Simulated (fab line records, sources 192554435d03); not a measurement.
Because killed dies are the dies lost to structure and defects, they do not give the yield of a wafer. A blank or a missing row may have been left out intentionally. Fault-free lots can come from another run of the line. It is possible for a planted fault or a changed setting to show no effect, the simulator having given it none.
Split-lot trial :: flow n5-finfet :: 7 lots, 21 wafers read, on a route of 1938 steps

THE SPLIT ITSELF
At N5_BEOL_M4_ETCH_64 (etches SOC in N2/H2, target depth 75 nm, overetch 22.5 nm, time 121.9 s), the setting bias-w was moved away from the recipe's 150 W on 7 of the 21 wafers read, by -17.5% to +17.7%. The other wafers ran this setting at the recipe's value.

The split's own step is where the reading is taken.

THE READING
rf-vpp-V, in V, at N5_BEOL_M4_ETCH_64 (etches SOC in N2/H2, target depth 75 nm, overetch 22.5 nm, time 121.9 s). Fault-free wafers of this fab line usually give 524.4 V, standard deviation 2.3 V.

wafer: L075.2
tool, chamber at the split: rie-diel-06, 1
bias-w as run, W: 141.4
against the recipe: -5.7%
rf-vpp-V, V: 502.3
against lot-mates on the recipe: -21.7

wafer: L075.4
tool, chamber at the split: rie-diel-06, 2
bias-w as run, W: 141.4
against the recipe: -5.7%
rf-vpp-V, V: 503.7
against lot-mates on the recipe: -20.3

wafer: L075.5
tool, chamber at the split: rie-diel-06, 3
bias-w as run, W: 150
against the recipe: recipe
rf-vpp-V, V: 524.0
against lot-mates on the recipe: -

wafer: L077.1
tool, chamber at the split: rie-diel-03, 3
bias-w as run, W: 150
against the recipe: recipe
rf-vpp-V, V: 521.8
against lot-mates on the recipe: -

wafer: L077.2
tool, chamber at the split: rie-diel-03, 0
bias-w as run, W: 150
against the recipe: recipe
rf-vpp-V, V: 525.8
against lot-mates on the recipe: -

wafer: L077.3
tool, chamber at the split: rie-diel-03, 1
bias-w as run, W: 150
against the recipe: recipe
rf-vpp-V, V: 528.0
against lot-mates on the recipe: -

wafer: L083.2
tool, chamber at the split: rie-diel-03, 1
bias-w as run, W: 150
against the recipe: recipe
rf-vpp-V, V: 528.2
against lot-mates on the recipe: -

wafer: L083.4
tool, chamber at the split: rie-diel-03, 0
bias-w as run, W: 150
against the recipe: recipe
rf-vpp-V, V: 525.6
against lot-mates on the recipe: -

wafer: L083.5
tool, chamber at the split: rie-diel-03, 1
bias-w as run, W: 150
against the recipe: recipe
rf-vpp-V, V: 527.8
against lot-mates on the recipe: -

wafer: L080.1
tool, chamber at the split: rie-diel-03, 1
bias-w as run, W: 176.5
against the recipe: +17.7%
rf-vpp-V, V: 585.3
against lot-mates on the recipe: +56.5

wafer: L080.3
tool, chamber at the split: rie-diel-03, 2
bias-w as run, W: 150
against the recipe: recipe
rf-vpp-V, V: 528.8
against lot-mates on the recipe: -

wafer: L080.6
tool, chamber at the split: rie-diel-03, 2
bias-w as run, W: 176.5
against the recipe: +17.7%
rf-vpp-V, V: 584.0
against lot-mates on the recipe: +55.2

wafer: L085.3
tool, chamber at the split: rie-diel-03, 2
bias-w as run, W: 150
against the recipe: recipe
rf-vpp-V, V: 527.0
against lot-mates on the recipe: -

wafer: L085.5
tool, chamber at the split: rie-diel-03, 1
bias-w as run, W: 150
against the recipe: recipe
rf-vpp-V, V: 528.2
against lot-mates on the recipe: -

wafer: L085.6
tool, chamber at the split: rie-diel-03, 0
bias-w as run, W: 150
against the recipe: recipe
rf-vpp-V, V: 524.9
against lot-mates on the recipe: -

wafer: L090.2
tool, chamber at the split: rie-diel-01, 2
bias-w as run, W: 123.8
against the recipe: -17.5%
rf-vpp-V, V: 465.3
against lot-mates on the recipe: -57.2

wafer: L090.5
tool, chamber at the split: rie-diel-01, 3
bias-w as run, W: 150
against the recipe: recipe
rf-vpp-V, V: 522.5
against lot-mates on the recipe: -

wafer: L090.6
tool, chamber at the split: rie-diel-01, 2
bias-w as run, W: 123.8
against the recipe: -17.5%
rf-vpp-V, V: 466.7
against lot-mates on the recipe: -55.8

wafer: L091.2
tool, chamber at the split: rie-diel-03, 1
bias-w as run, W: 150
against the recipe: recipe
rf-vpp-V, V: 527.3
against lot-mates on the recipe: -

wafer: L091.3
tool, chamber at the split: rie-diel-03, 3
bias-w as run, W: 135.1
against the recipe: -9.9%
rf-vpp-V, V: 487.1
against lot-mates on the recipe: -36.2

wafer: L091.4
tool, chamber at the split: rie-diel-03, 3
bias-w as run, W: 150
against the recipe: recipe
rf-vpp-V, V: 519.3
against lot-mates on the recipe: -

FIT RESULTS
A straight line over all 21 wafers: rf-vpp-V changes by +3.43 V for each +1% of bias-w; r = +1.00; the points scatter about the line by 2.8 V.
The same after taking each lot's own level away (the mean of its wafers on the recipe; 21 wafers): +3.24 V for each +1%; r = +1.00; scatter 2.2 V.
The reading moves by 57 V for the largest change in bias-w, on that fit.
From 522.50 to 528.80 V: that is the span of the lots' own levels, equal to 2.7 times the standard deviation above.
The two slopes are in agreement: the lot-to-lot level therefore moves the slope only a little.
Check: +56.9 V against its lot-mates is what the line predicts for one of the wafers moved furthest among these (+17.7%) when that wafer is left out of the fit. Against them it came out at +56.5 V.
Tool readings at the split's step, against how far the setting was moved: rf-vpp-V r = +1.00.

THE OTHER SPLITS THESE WAFERS WENT THROUGH
Before the reading, these wafers also passed through other splits. Each is held against what the fit with the lots' levels taken away leaves over:
other split on the same wafers: N5_BEOL_M1_COAT_68 spin-rpm
wafers away from the commonest value: 8
r with rf-vpp-V (lot level and that fit taken away): +0.12

other split on the same wafers: N5_BEOL_M2_EXPOSE_25 dose-mj
wafers away from the commonest value: 9
r with rf-vpp-V (lot level and that fit taken away): -0.18

other split on the same wafers: N5_BEOL_M2_ETCH_70 time-s
wafers away from the commonest value: 5
r with rf-vpp-V (lot level and that fit taken away): -0.03

other split on the same wafers: N5_BEOL_M3_COAT_76 spin-rpm
wafers away from the commonest value: 8
r with rf-vpp-V (lot level and that fit taken away): -0.27

THE WHOLE CHAIN: every reading that the file lists as answering this split, in the file's order
step: N5_BEOL_M4_ETCH_64
what it does: etches SOC in N2/H2, target depth 75 nm, overetch 22.5 nm, time 121.9 s
reading: rf-vpp-V
change (the file's fit): +3.28 V for each +1% of the setting
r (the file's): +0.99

step: N5_BEOL_M4_ETCH_64
what it does: etches SOC in N2/H2, target depth 75 nm, overetch 22.5 nm, time 121.9 s
reading: SiARC_of_BEOL_M4_COAT_62.thk-nm (the simulator's own value, which no gauge read)
change (the file's fit): -0.0676 nm for each +1% of the setting
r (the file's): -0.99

THE FILE'S OWN FIT
rf-vpp-V changes by +3.28 V for each +1% of bias-w, r = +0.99.
